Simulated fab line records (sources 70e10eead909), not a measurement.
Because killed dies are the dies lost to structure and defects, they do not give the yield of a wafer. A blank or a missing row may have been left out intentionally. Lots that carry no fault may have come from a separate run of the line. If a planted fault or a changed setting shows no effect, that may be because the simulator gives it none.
fab line records :: flow nandHarc
record
  lots=6
  wafers=18
  lastDay=33
route steps=1302 shown A_CONTACT@1061 END@1302
lots untouched by any fault: they come from a run of this same line in which no faults occurred
startH: the number of hours between the record's first day and the start of the first shown wafer of the lot :: waitH: hours from the lot's prior step to this one :: " same as the row above :: L1.1+2: a row that stands for several wafers :: - no value present, or no start provided :: * or withheld: withheld :: < > ~ a bound
route shown NAME@n: NAME is a module with steps in the file, n the number in the route of the first one :: usual: mean/standard deviation of fault-free wafers :: same: alike in all rows :: chamber/n: place in a boat :: sites: per-site readings :: _std_site: standard deviation of those values :: _edge_site: inner sites' mean taken away from outer sites' mean :: radiusMm: how far each site lies from the wafer's centre :: mask NAME#n: copy n :: behind: the last tool/chamber to shape the wafer :: hold: why the lot went on hold/how many hours it stayed there/how the hold came to an end :: device: names the non-switching transistor (n, p or np) :: end of line: tests run on the same wafers once the route is complete :: where a step has no rows: the recipe by itself :: killed: dies that structure and defects cost at the first sort, which is not the same as the wafer's yield :: map: a wafer's dies, x killed, . not, _ none there
set.NAME: the setting the step ran with; set.NAME@STEP: the setting that earlier step ran with :: model.NAME: the simulator's own value behind a step, which no gauge read
lots seen at some steps along the route; tables by step, rows by wafer
services: a tool's chamber out of use, with start hour (startH, from the record's first day; less than 0 if before it), hours out, and reason
## steps
# step NHARC_A_CONTACT_STRIP_104
# recipe
  cf4FlowSccm=100
  chf3FlowSccm=30
  arFlowSccm=0
  biasW=0
  chemistry=CF4/CHF3
# step NHARC_A_CONTACT_STRIP_105
# recipe
  o2FlowSccm=400
  cosFlowSccm=20
  arFlowSccm=0
  biasW=0
  chemistry=O2/COS
# step NHARC_A_CONTACT_ETCH_106
# recipe
  targetDepthA=900
  overetchA=90
  timeS=49.5
  ionEnergyEv=100
  cf4FlowSccm=80
  o2FlowSccm=20
  arFlowSccm=0
  rfW=300
  biasW=100
  chemistry=CF4/O2
# usual
  cf4FlowSccm=80.03/0.21
  chamberPressureMTorr=29.995/0.029
  drypumpMotorCurrentA=5.8/0.41
  mfcArSccm=0.009/0.0093
  oesProductAu=0.996/0.011
  rfFwdPowerW=296.4/1.5
  rfVppV=198.0/1.4
  showerheadPlenumPTorr=1.34/0.061
  throttleValvePct=13.398/0.0093
lot.wafer: L928.4
tool: rieDiel-03
chamber: 0
startH: 543.98
waitH: 0.0
cf4FlowSccm: 80.12
chamberPressureMTorr: 29.990
drypumpMotorCurrentA: 5.5
mfcArSccm: 0.022
oesProductAu: 0.995
rfFwdPowerW: 295.7
rfHoursCounterH: 12
rfVppV: 197.6
showerheadPlenumPTorr: 1.27
throttleValvePct: 13.399

lot.wafer: L928.3
tool: rieDiel-03
chamber: 1
startH: 543.98
waitH: 0.0
cf4FlowSccm: 79.87
chamberPressureMTorr: 30.031
drypumpMotorCurrentA: 6.2
mfcArSccm: 0.015
oesProductAu: 1.010
rfFwdPowerW: 294.4
rfHoursCounterH: 13
rfVppV: 196.0
showerheadPlenumPTorr: 1.28
throttleValvePct: 13.390

lot.wafer: L928.6
tool: rieDiel-03
chamber: 0
startH: 543.98
waitH: 0.0
cf4FlowSccm: 79.87
chamberPressureMTorr: 30.007
drypumpMotorCurrentA: 5.5
mfcArSccm: 0.022
oesProductAu: 0.985
rfFwdPowerW: 296.0
rfHoursCounterH: -
rfVppV: 196.2
showerheadPlenumPTorr: 1.27
throttleValvePct: 13.402

lot.wafer: L931.3
tool: rieDiel-02
chamber: 3
startH: 557.87
waitH: 0.1
cf4FlowSccm: 80.11
chamberPressureMTorr: 29.947
drypumpMotorCurrentA: 5.2
mfcArSccm: 0
oesProductAu: 0.971
rfFwdPowerW: 297.6
rfHoursCounterH: 55
rfVppV: 198.0
showerheadPlenumPTorr: 1.41
throttleValvePct: 13.405

lot.wafer: L931.1
tool: rieDiel-02
chamber: 1
startH: 557.87
waitH: 0.1
cf4FlowSccm: 79.99
chamberPressureMTorr: 29.970
drypumpMotorCurrentA: 5.2
mfcArSccm: 0.018
oesProductAu: 1.011
rfFwdPowerW: 297.0
rfHoursCounterH: 46
rfVppV: 199.1
showerheadPlenumPTorr: 1.41
throttleValvePct: 13.381

lot.wafer: L931.6
tool: rieDiel-02
chamber: 3
startH: 557.87
waitH: 0.1
cf4FlowSccm: 80.03
chamberPressureMTorr: 30.022
drypumpMotorCurrentA: 5.2
mfcArSccm: 0
oesProductAu: 0.982
rfFwdPowerW: 297.0
rfHoursCounterH: -
rfVppV: 200.6
showerheadPlenumPTorr: 1.41
throttleValvePct: 13.402

lot.wafer: L932.3
tool: rieDiel-03
chamber: 2
startH: 572.64
waitH: 0.1
cf4FlowSccm: 79.74
chamberPressureMTorr: 29.963
drypumpMotorCurrentA: 6.2
mfcArSccm: 0
oesProductAu: 1.004
rfFwdPowerW: 298.3
rfHoursCounterH: 17
rfVppV: 198.6
showerheadPlenumPTorr: 1.37
throttleValvePct: 13.398

lot.wafer: L932.2
tool: rieDiel-03
chamber: 3
startH: 572.64
waitH: 0.1
cf4FlowSccm: 80.22
chamberPressureMTorr: 29.945
drypumpMotorCurrentA: 5.9
mfcArSccm: 0
oesProductAu: 0.995
rfFwdPowerW: 294.4
rfHoursCounterH: 17
rfVppV: 199.8
showerheadPlenumPTorr: 1.40
throttleValvePct: 13.397

lot.wafer: L932.1
tool: rieDiel-03
chamber: 1
startH: 572.64
waitH: 0.1
cf4FlowSccm: 80.25
chamberPressureMTorr: 29.961
drypumpMotorCurrentA: 6.2
mfcArSccm: 0.015
oesProductAu: 1.010
rfFwdPowerW: 294.8
rfHoursCounterH: 17
rfVppV: 196.7
showerheadPlenumPTorr: 1.28
throttleValvePct: 13.398

lot.wafer: L941.3
tool: rieDiel-03
chamber: 1
startH: 652.72
waitH: 0.1
cf4FlowSccm: 80.44
chamberPressureMTorr: 30.025
drypumpMotorCurrentA: 6.2
mfcArSccm: 0.015
oesProductAu: 1.005
rfFwdPowerW: 294.8
rfHoursCounterH: 1
rfVppV: 197.2
showerheadPlenumPTorr: 1.27
throttleValvePct: 13.392

lot.wafer: L941.1
tool: rieDiel-03
chamber: 3
startH: 652.72
waitH: 0.1
cf4FlowSccm: 79.87
chamberPressureMTorr: 29.998
drypumpMotorCurrentA: 5.9
mfcArSccm: 0
oesProductAu: 0.985
rfFwdPowerW: 296.9
rfHoursCounterH: 2
rfVppV: 198.5
showerheadPlenumPTorr: 1.40
throttleValvePct: 13.396

lot.wafer: L941.5
tool: rieDiel-03
chamber: 1
startH: 652.72
waitH: 0.1
cf4FlowSccm: 80.20
chamberPressureMTorr: 29.993
drypumpMotorCurrentA: 6.2
mfcArSccm: 0.015
oesProductAu: 1.002
rfFwdPowerW: 294.8
rfHoursCounterH: -
rfVppV: 194.7
showerheadPlenumPTorr: 1.27
throttleValvePct: 13.401

lot.wafer: L944.2
tool: rieDiel-03
chamber: 3
startH: 696.03
waitH: 0.1
cf4FlowSccm: 80.10
chamberPressureMTorr: 30.030
drypumpMotorCurrentA: 5.9
mfcArSccm: 0
oesProductAu: 0.976
rfFwdPowerW: 296.2
rfHoursCounterH: 10
rfVppV: 197.7
showerheadPlenumPTorr: 1.40
throttleValvePct: 13.389

lot.wafer: L944.6
tool: rieDiel-03
chamber: 2
startH: 696.03
waitH: 0.1
cf4FlowSccm: 80.28
chamberPressureMTorr: 29.992
drypumpMotorCurrentA: 6.2
mfcArSccm: 0
oesProductAu: 0.998
rfFwdPowerW: 298.4
rfHoursCounterH: -
rfVppV: 198.1
showerheadPlenumPTorr: 1.36
throttleValvePct: 13.389

lot.wafer: L944.5
tool: rieDiel-03
chamber: 3
startH: 696.03
waitH: 0.1
cf4FlowSccm: 79.84
chamberPressureMTorr: 30.021
drypumpMotorCurrentA: 5.9
mfcArSccm: 0
oesProductAu: 0.976
rfFwdPowerW: 297.0
rfHoursCounterH: -
rfVppV: 199.2
showerheadPlenumPTorr: 1.40
throttleValvePct: 13.393

lot.wafer: L947.1
tool: rieDiel-03
chamber: 2
startH: 729.19
waitH: 0.1
cf4FlowSccm: 79.90
chamberPressureMTorr: 30.011
drypumpMotorCurrentA: 6.2
mfcArSccm: 0
oesProductAu: 0.999
rfFwdPowerW: 297.5
rfHoursCounterH: 14
rfVppV: 198.5
showerheadPlenumPTorr: 1.36
throttleValvePct: 13.390

lot.wafer: L947.2
tool: rieDiel-03
chamber: 3
startH: 729.19
waitH: 0.1
cf4FlowSccm: 80.37
chamberPressureMTorr: 29.961
drypumpMotorCurrentA: 5.9
mfcArSccm: 0
oesProductAu: 0.993
rfFwdPowerW: 296.7
rfHoursCounterH: 15
rfVppV: 199.0
showerheadPlenumPTorr: 1.40
throttleValvePct: 13.392

lot.wafer: L947.5
tool: rieDiel-03
chamber: 1
startH: 729.19
waitH: 0.1
cf4FlowSccm: 79.84
chamberPressureMTorr: 29.996
drypumpMotorCurrentA: 6.2
mfcArSccm: 0.015
oesProductAu: 1.013
rfFwdPowerW: 293.1
rfHoursCounterH: -
rfVppV: 197.0
showerheadPlenumPTorr: 1.27
throttleValvePct: 13.396
# step NHARC_A_CONTACT_STRIP_82
# recipe
  o2FlowSccm=500
  arFlowSccm=0
  biasW=0
  chemistry=O2
# usual
  chamberPressureMTorr=60.00/0.052
  drypumpMotorCurrentA=5.8/0.42
  mfcArSccm=0.009/0.0092
  oesProductAu=0.997/0.011
  rfVppV=57.7/0.85
  showerheadPlenumPTorr=3.54/0.15
  throttleValvePct=17.036/0.0085
lot.wafer: L928.4
tool: rieDiel-03
chamber: 1
startH: -
waitH: -
chamberPressureMTorr: 59.86
drypumpMotorCurrentA: 6.2
mfcArSccm: 0.015
oesProductAu: 1.004
rfHoursCounterH: 13
rfVppV: 56.9
showerheadPlenumPTorr: 3.38
throttleValvePct: 17.049

lot.wafer: L928.3
tool: rieDiel-03
chamber: 3
startH: -
waitH: -
chamberPressureMTorr: 60.01
drypumpMotorCurrentA: 5.9
mfcArSccm: 0
oesProductAu: 0.993
rfHoursCounterH: 12
rfVppV: 58.1
showerheadPlenumPTorr: 3.70
throttleValvePct: 17.033

lot.wafer: L928.6
tool: rieDiel-03
chamber: 0
startH: -
waitH: -
chamberPressureMTorr: 60.03
drypumpMotorCurrentA: 5.6
mfcArSccm: 0.022
oesProductAu: 0.993
rfHoursCounterH: -
rfVppV: 57.2
showerheadPlenumPTorr: 3.36
throttleValvePct: 17.035

lot.wafer: L931.1
tool: rieDiel-02
chamber: 3
startH: -
waitH: -
chamberPressureMTorr: 60.03
drypumpMotorCurrentA: 5.2
mfcArSccm: 0
oesProductAu: 0.976
rfHoursCounterH: 55
rfVppV: 57.3
showerheadPlenumPTorr: 3.72
throttleValvePct: 17.043

lot.wafer: L931.3
tool: rieDiel-02
chamber: 0
startH: -
waitH: -
chamberPressureMTorr: 60.03
drypumpMotorCurrentA: 5.3
mfcArSccm: 0
oesProductAu: 1.003
rfHoursCounterH: 40
rfVppV: 57.7
showerheadPlenumPTorr: 3.60
throttleValvePct: 17.026

lot.wafer: L931.6
tool: rieDiel-02
chamber: 0
startH: -
waitH: -
chamberPressureMTorr: 60.03
drypumpMotorCurrentA: 5.3
mfcArSccm: 0
oesProductAu: 0.995
rfHoursCounterH: -
rfVppV: 57.4
showerheadPlenumPTorr: 3.60
throttleValvePct: 17.042

lot.wafer: L932.2
tool: rieDiel-03
chamber: 1
startH: -
waitH: -
chamberPressureMTorr: 59.96
drypumpMotorCurrentA: 6.2
mfcArSccm: 0.015
oesProductAu: 1.007
rfHoursCounterH: 17
rfVppV: 56.3
showerheadPlenumPTorr: 3.38
throttleValvePct: 17.030

lot.wafer: L932.3
tool: rieDiel-03
chamber: 2
startH: -
waitH: -
chamberPressureMTorr: 60.00
drypumpMotorCurrentA: 6.3
mfcArSccm: 0
oesProductAu: 1.001
rfHoursCounterH: 17
rfVppV: 58.0
showerheadPlenumPTorr: 3.61
throttleValvePct: 17.039

lot.wafer: L932.1
tool: rieDiel-03
chamber: 0
startH: -
waitH: -
chamberPressureMTorr: 60.05
drypumpMotorCurrentA: 5.6
mfcArSccm: 0.022
oesProductAu: 0.980
rfHoursCounterH: 17
rfVppV: 56.7
showerheadPlenumPTorr: 3.36
throttleValvePct: 17.016

lot.wafer: L941.1
tool: rieDiel-03
chamber: 3
startH: -
waitH: -
chamberPressureMTorr: 60.04
drypumpMotorCurrentA: 5.9
mfcArSccm: 0
oesProductAu: 0.978
rfHoursCounterH: 2
rfVppV: 57.6
showerheadPlenumPTorr: 3.69
throttleValvePct: 17.029

lot.wafer: L941.3
tool: rieDiel-03
chamber: 1
startH: -
waitH: -
chamberPressureMTorr: 60.07
drypumpMotorCurrentA: 6.2
mfcArSccm: 0.015
oesProductAu: 0.994
rfHoursCounterH: 1
rfVppV: 58.4
showerheadPlenumPTorr: 3.37
throttleValvePct: 17.025

lot.wafer: L941.5
tool: rieDiel-03
chamber: 2
startH: -
waitH: -
chamberPressureMTorr: 60.06
drypumpMotorCurrentA: 6.2
mfcArSccm: 0
oesProductAu: 1.005
rfHoursCounterH: -
rfVppV: 59.0
showerheadPlenumPTorr: 3.60
throttleValvePct: 17.028

lot.wafer: L944.2
tool: rieDiel-03
chamber: 0
startH: -
waitH: -
chamberPressureMTorr: 59.99
drypumpMotorCurrentA: 5.6
mfcArSccm: 0.022
oesProductAu: 0.992
rfHoursCounterH: 9
rfVppV: 58.9
showerheadPlenumPTorr: 3.35
throttleValvePct: 17.039

lot.wafer: L944.6
tool: rieDiel-03
chamber: 0
startH: -
waitH: -
chamberPressureMTorr: 59.91
drypumpMotorCurrentA: 5.6
mfcArSccm: 0.022
oesProductAu: 0.997
rfHoursCounterH: -
rfVppV: 59.1
showerheadPlenumPTorr: 3.35
throttleValvePct: 17.039

lot.wafer: L944.5
tool: rieDiel-03
chamber: 1
startH: -
waitH: -
chamberPressureMTorr: 60.03
drypumpMotorCurrentA: 6.2
mfcArSccm: 0.015
oesProductAu: 1.014
rfHoursCounterH: -
rfVppV: 57.7
showerheadPlenumPTorr: 3.37
throttleValvePct: 17.032

lot.wafer: L947.2
tool: rieDiel-03
chamber: 2
startH: -
waitH: -
chamberPressureMTorr: 60.03
drypumpMotorCurrentA: 6.2
mfcArSccm: 0
oesProductAu: 1.013
rfHoursCounterH: 14
rfVppV: 57.1
showerheadPlenumPTorr: 3.59
throttleValvePct: 17.031

lot.wafer: L947.1
tool: rieDiel-03
chamber: 3
startH: -
waitH: -
chamberPressureMTorr: 60.03
drypumpMotorCurrentA: 5.9
mfcArSccm: 0
oesProductAu: 0.983
rfHoursCounterH: 15
rfVppV: 58.6
showerheadPlenumPTorr: 3.68
throttleValvePct: 17.045

lot.wafer: L947.5
tool: rieDiel-03
chamber: 2
startH: -
waitH: -
chamberPressureMTorr: 59.97
drypumpMotorCurrentA: 6.2
mfcArSccm: 0
oesProductAu: 0.997
rfHoursCounterH: -
rfVppV: 57.9
showerheadPlenumPTorr: 3.59
throttleValvePct: 17.030
# step NHARC_A_CONTACT_STRIP_83
# recipe
  timeS=600
  tempC=30
  chemistry=postEtchResidueRemover
# step NHARC_A_CONTACT_DEP_84
# recipe
  targetThkA=28000
  tempC=400
  material=aC
# usual
  throttleValvePct=34.999/0.0085
lot.wafer: L928.3
tool: aclDep-03
chamber: 0
startH: 545.22
waitH: -
throttleValvePct: 34.985

lot.wafer: L928.4
tool: aclDep-03
chamber: 0
startH: 545.22
waitH: -
throttleValvePct: 35.010

lot.wafer: L928.6
tool: aclDep-03
chamber: 0
startH: 545.22
waitH: -
throttleValvePct: 35.001

lot.wafer: L931.1
tool: aclDep-01
chamber: 0
startH: 564.57
waitH: -
throttleValvePct: 35.000

lot.wafer: L931.3
tool: aclDep-01
chamber: 0
startH: 564.57
waitH: -
throttleValvePct: 35.011

lot.wafer: L931.6
tool: aclDep-01
chamber: 0
startH: 564.57
waitH: -
throttleValvePct: 35.008

lot.wafer: L932.1
tool: aclDep-03
chamber: 0
startH: 573.30
waitH: -
throttleValvePct: 35.000

lot.wafer: L932.2
tool: aclDep-03
chamber: 0
startH: 573.30
waitH: -
throttleValvePct: 35.002

lot.wafer: L932.3
tool: aclDep-03
chamber: 0
startH: 573.30
waitH: -
throttleValvePct: 34.996

lot.wafer: L941.1
tool: aclDep-03
chamber: 0
startH: 653.37
waitH: -
throttleValvePct: 34.979

lot.wafer: L941.3
tool: aclDep-03
chamber: 0
startH: 653.37
waitH: -
throttleValvePct: 34.982

lot.wafer: L941.5
tool: aclDep-03
chamber: 0
startH: 653.37
waitH: -
throttleValvePct: 35.004

lot.wafer: L944.2
tool: aclDep-01
chamber: 0
startH: 696.97
waitH: -
throttleValvePct: 35.008

lot.wafer: L944.5
tool: aclDep-01
chamber: 0
startH: 696.97
waitH: -
throttleValvePct: 34.994

lot.wafer: L944.6
tool: aclDep-01
chamber: 0
startH: 696.97
waitH: -
throttleValvePct: 34.995

lot.wafer: L947.1
tool: aclDep-02
chamber: 0
startH: 729.84
waitH: -
throttleValvePct: 35.002

lot.wafer: L947.2
tool: aclDep-02
chamber: 0
startH: 729.84
waitH: -
throttleValvePct: 34.994

lot.wafer: L947.5
tool: aclDep-02
chamber: 0
startH: 729.84
waitH: -
throttleValvePct: 34.996
# step NHARC_A_CONTACT_DEP_85
# recipe
  targetThkA=600
  targetThkNm=60
  tempC=400
  pressureTorr=3.5
  flowSccm=200
  rfW=350
  material=SiON
# usual
  heaterPowerW=760/95
  rfFwdPowerW=348.4/1.2
lot.wafer: L928.3
tool: pecvd-03
chamber: 2
startH: 546.43
waitH: 0.9
heaterPowerW: 875
rfFwdPowerW: 347.5

lot.wafer: L928.4
tool: pecvd-03
chamber: 1
startH: 546.43
waitH: 0.9
heaterPowerW: 771
rfFwdPowerW: 348.5

lot.wafer: L928.6
tool: pecvd-03
chamber: 2
startH: 546.43
waitH: 0.9
heaterPowerW: 855
rfFwdPowerW: 348.6

lot.wafer: L931.3
tool: pecvd-01
chamber: 0
startH: 566.33
waitH: 0.9
heaterPowerW: 893
rfFwdPowerW: 348.9

lot.wafer: L931.1
tool: pecvd-01
chamber: 2
startH: 566.33
waitH: 0.9
heaterPowerW: 744
rfFwdPowerW: 348.4

lot.wafer: L931.6
tool: pecvd-01
chamber: 2
startH: 566.33
waitH: 0.9
heaterPowerW: 748
rfFwdPowerW: 349.0

lot.wafer: L932.2
tool: pecvd-02
chamber: 1
startH: 575.04
waitH: 1.2
heaterPowerW: 842
rfFwdPowerW: 349.7

lot.wafer: L932.1
tool: pecvd-02
chamber: 2
startH: 575.04
waitH: 1.2
heaterPowerW: 635
rfFwdPowerW: 348.7

lot.wafer: L932.3
tool: pecvd-02
chamber: 0
startH: 575.04
waitH: 1.2
heaterPowerW: 632
rfFwdPowerW: 348.6

lot.wafer: L941.1
tool: pecvd-02
chamber: 0
startH: 655.13
waitH: 1.5
heaterPowerW: 588
rfFwdPowerW: 347.6

lot.wafer: L941.3
tool: pecvd-02
chamber: 1
startH: 655.13
waitH: 1.5
heaterPowerW: 814
rfFwdPowerW: 348.4

lot.wafer: L941.5
tool: pecvd-02
chamber: 2
startH: 655.13
waitH: 1.5
heaterPowerW: 716
rfFwdPowerW: 348.8

lot.wafer: L944.2
tool: pecvd-01
chamber: 1
startH: 698.47
waitH: 1.2
heaterPowerW: 773
rfFwdPowerW: 346.8

lot.wafer: L944.6
tool: pecvd-01
chamber: 0
startH: 698.47
waitH: 1.2
heaterPowerW: 938
rfFwdPowerW: 348.7

lot.wafer: L944.5
tool: pecvd-01
chamber: 1
startH: 698.47
waitH: 1.2
heaterPowerW: 759
rfFwdPowerW: 346.6

lot.wafer: L947.1
tool: pecvd-02
chamber: 0
startH: 731.60
waitH: 1.5
heaterPowerW: 670
rfFwdPowerW: 347.9

lot.wafer: L947.2
tool: pecvd-02
chamber: 2
startH: 731.60
waitH: 1.5
heaterPowerW: 677
rfFwdPowerW: 350.0

lot.wafer: L947.5
tool: pecvd-02
chamber: 2
startH: 731.60
waitH: 1.5
heaterPowerW: 695
rfFwdPowerW: 347.9
# step NHARC_A_CONTACT_DEHYDRATE_00
# recipe
  tempC=150
  timeS=120
# step NHARC_A_CONTACT_HMDS_01
# recipe
  timeS=30
# step NHARC_A_CONTACT_COAT_86
# recipe
  tempC=260
  timeS=75
# step NHARC_A_CONTACT_COAT_87
# recipe
  tempC=225
  timeS=65
# step NHARC_A_CONTACT_COAT_02
# recipe
  spinRpm=1500
  resistThkNm=90
# step NHARC_A_CONTACT_SOFTBAKE_03
# recipe
  tempC=105
  timeS=55
# usual
  heaterPowerTotalW=188.46/0.15
  plateTempC=104.97/0.14
lot.wafer: L928.3
tool: lithoTrack-01
chamber: 0
startH: 546
waitH: -
heaterPowerTotalW: 323.33
plateTempC: -

lot.wafer: L928.4
tool: lithoTrack-01
chamber: 0
startH: 546
waitH: -
heaterPowerTotalW: 322.97
plateTempC: -

lot.wafer: L928.6
tool: lithoTrack-01
chamber: 0
startH: 546
waitH: -
heaterPowerTotalW: 323.61
plateTempC: -

lot.wafer: L931.1
tool: lithoTrack-01
chamber: 0
startH: 566
waitH: -
heaterPowerTotalW: 323.57
plateTempC: -

lot.wafer: L931.3
tool: lithoTrack-01
chamber: 0
startH: 566
waitH: -
heaterPowerTotalW: 323.73
plateTempC: -

lot.wafer: L931.6
tool: lithoTrack-01
chamber: 0
startH: 566
waitH: -
heaterPowerTotalW: 323.27
plateTempC: -

lot.wafer: L932.1
tool: lithoTrack-06
chamber: 0
startH: 575
waitH: -
heaterPowerTotalW: 188.45
plateTempC: 104.77

lot.wafer: L932.2
tool: lithoTrack-06
chamber: 0
startH: 575
waitH: -
heaterPowerTotalW: 188.38
plateTempC: 104.71

lot.wafer: L932.3
tool: lithoTrack-06
chamber: 0
startH: 575
waitH: -
heaterPowerTotalW: 188.48
plateTempC: 104.84

lot.wafer: L941.1
tool: lithoTrack-06
chamber: 0
startH: 655
waitH: -
heaterPowerTotalW: 188.34
plateTempC: 105.00

lot.wafer: L941.3
tool: lithoTrack-06
chamber: 0
startH: 655
waitH: -
heaterPowerTotalW: 188.45
plateTempC: 104.92

lot.wafer: L941.5
tool: lithoTrack-06
chamber: 0
startH: 655
waitH: -
heaterPowerTotalW: 188.60
plateTempC: 104.89

lot.wafer: L944.2
tool: lithoTrack-01
chamber: 0
startH: 698
waitH: -
heaterPowerTotalW: 188.34
plateTempC: 104.77

lot.wafer: L944.5
tool: lithoTrack-01
chamber: 0
startH: 698
waitH: -
heaterPowerTotalW: 188.54
plateTempC: 104.94

lot.wafer: L944.6
tool: lithoTrack-01
chamber: 0
startH: 698
waitH: -
heaterPowerTotalW: 188.46
plateTempC: 104.96

lot.wafer: L947.1
tool: lithoTrack-06
chamber: 0
startH: 731
waitH: -
heaterPowerTotalW: 188.56
plateTempC: 105.03

lot.wafer: L947.2
tool: lithoTrack-06
chamber: 0
startH: 731
waitH: -
heaterPowerTotalW: 188.42
plateTempC: 104.95

lot.wafer: L947.5
tool: lithoTrack-06
chamber: 0
startH: 731
waitH: -
heaterPowerTotalW: 188.46
plateTempC: 105.04
# step NHARC_A_CONTACT_EBR_04
# step NHARC_END_SORT_01
# recipe
  tempC=25
# usual
  killedAtArray=57/18
  killedAtOther=0.8/1
  killedAtPeriphery=3.9/2.8
  killedDies=62/18
  killedOpen=3.4/1.8
  killedShort=2.2/1.6
# same
  grossDies=677
lot.wafer: L932.1
tool: prober-01
chamber: 0
startH: 630.16
waitH: 2.5
killedAtArray: 55
killedAtOther: 1
killedAtPeriphery: 2
killedDies: 58
killedOpen: 5
killedShort: 2

lot.wafer: L932.2
tool: prober-01
chamber: 0
startH: 630.96
waitH: 2.8
killedAtArray: 55
killedAtOther: 0
killedAtPeriphery: 1
killedDies: 56
killedOpen: 3
killedShort: 1

lot.wafer: L932.3
tool: prober-01
chamber: 0
startH: 631.77
waitH: 3.1
killedAtArray: 58
killedAtOther: 0
killedAtPeriphery: 4
killedDies: 62
killedOpen: 5
killedShort: 1
# killed by level:class
L932.1 A_CHANNEL_HOLE_D2:chamberFilmFlake=23 A_CHANNEL_HOLE_D1:chamberFilmFlake=18 A_CONTACT:chamberFilmFlake=3 A_CONTACT:geometricParticle:open=2 A_SLIT:chamberFilmFlake=2 P_CONTACT:geometricParticle:open=1 A_CHANNEL_FILL_D1:geometricParticle:short=1 A_WL_FILL:geometricParticle:open=1
L932.2 A_CHANNEL_HOLE_D2:chamberFilmFlake=25 A_CHANNEL_HOLE_D1:chamberFilmFlake=22 A_STAIRCASE:chamberFilmFlake=3 P_M1:geometricParticle:open=1 A_DECK1_JOINT:geometricParticle:short=1 A_CHANNEL_HOLE_D2:geometricParticle:open=1 A_M0:geometricParticle:open=1 A_ZERO_WELL:chamberFilmFlake=1
L932.3 A_CHANNEL_HOLE_D1:chamberFilmFlake=27 A_CHANNEL_HOLE_D2:chamberFilmFlake=22 A_STAIRCASE:chamberFilmFlake=4 P_M0:geometricParticle:open=1 P_M1:geometricParticle:open=1 A_CHANNEL_FILL_D1:geometricParticle:open=1 A_CHANNEL_HOLE_D2:geometricParticle:short=1 A_CHANNEL_HOLE_D2:geometricParticle:open=1
## services
tool: lithoTrack-06
chamber: -
startH: 529.00
hours: 7.0
kind: pm

tool: rieDiel-02
chamber: 0
startH: 539.74
hours: 2.6
kind: repair

tool: rieDiel-03
chamber: 0
startH: 540.82
hours: -
kind: clean

tool: rieDiel-02
chamber: 2
startH: 541.20
hours: 28.6
kind: repair

tool: pecvd-01
chamber: 0
startH: 544.14
hours: 10.0
kind: repair

tool: pecvd-03
chamber: -
startH: 547.37
hours: 13.0
kind: pm

tool: aclDep-01
chamber: -
startH: 549.73
hours: 13.0
kind: pm

tool: rieDiel-02
chamber: -
startH: 559.32
hours: 0.6
kind: repair

tool: rieDiel-02
chamber: -
startH: 571.69
hours: 9.0
kind: pm

tool: pecvd-03
chamber: 1
startH: 578.14
hours: 8.5
kind: repair

tool: pecvd-02
chamber: -
startH: 589.37
hours: 13.0
kind: pm

tool: rieDiel-02
chamber: -
startH: 592.64
hours: 0.9
kind: repair

tool: aclDep-02
chamber: -
startH: 606.18
hours: 13.0
kind: pm

tool: pecvd-03
chamber: 1
startH: 607.06
hours: 4.6
kind: repair

tool: pecvd-03
chamber: 0
startH: 613.21
hours: 20.7
kind: repair

tool: rieDiel-03
chamber: -
startH: 635.38
hours: 9.0
kind: pm

tool: pecvd-01
chamber: 2
startH: 638.53
hours: 4.8
kind: repair

tool: aclDep-03
chamber: -
startH: 665.55
hours: 13.0
kind: pm

tool: pecvd-01
chamber: -
startH: 673.45
hours: 13.0
kind: pm

tool: lithoTrack-01
chamber: -
startH: 680.00
hours: 7.0
kind: pm

tool: pecvd-03
chamber: 0
startH: 690.11
hours: 4.3
kind: repair

tool: lithoTrack-06
chamber: -
startH: 704.00
hours: 7.0
kind: pm

tool: pecvd-03
chamber: -
startH: 728.37
hours: 13.0
kind: pm

tool: aclDep-01
chamber: -
startH: 730.73
hours: 13.0
kind: pm
## key
firstSign
  step=NHARC_A_CONTACT_SOFTBAKE_03
  reading=heaterPowerTotalW
  direction=up
  sigmas=99+
  usual=*
  struck=*
effect none on later readings
metAt NHARC_A_CONTACT_SOFTBAKE_03
struckWafers L928.3,L928.4,L928.6,L931.1,L931.3,L931.6
testerLeftOut L928,L931
fault
  kind=processParameterDrift
  tool=lithoTrack-01
  chamber=-
  onsetH=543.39
  steps=NHARC_A_CONTACT_SOFTBAKE_03
  channel=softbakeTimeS
  offset=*
  shape=step
  endH=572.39
  actsIn=*
  stated=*
# testerLeftOut: of these lots the tester's yield and bins aren't shown, on N5 and GAA mostly nor the transistor test; their killed dies are dies lost to structure and defects alone, not to doping, threshold or leakage, so they don't give the yield
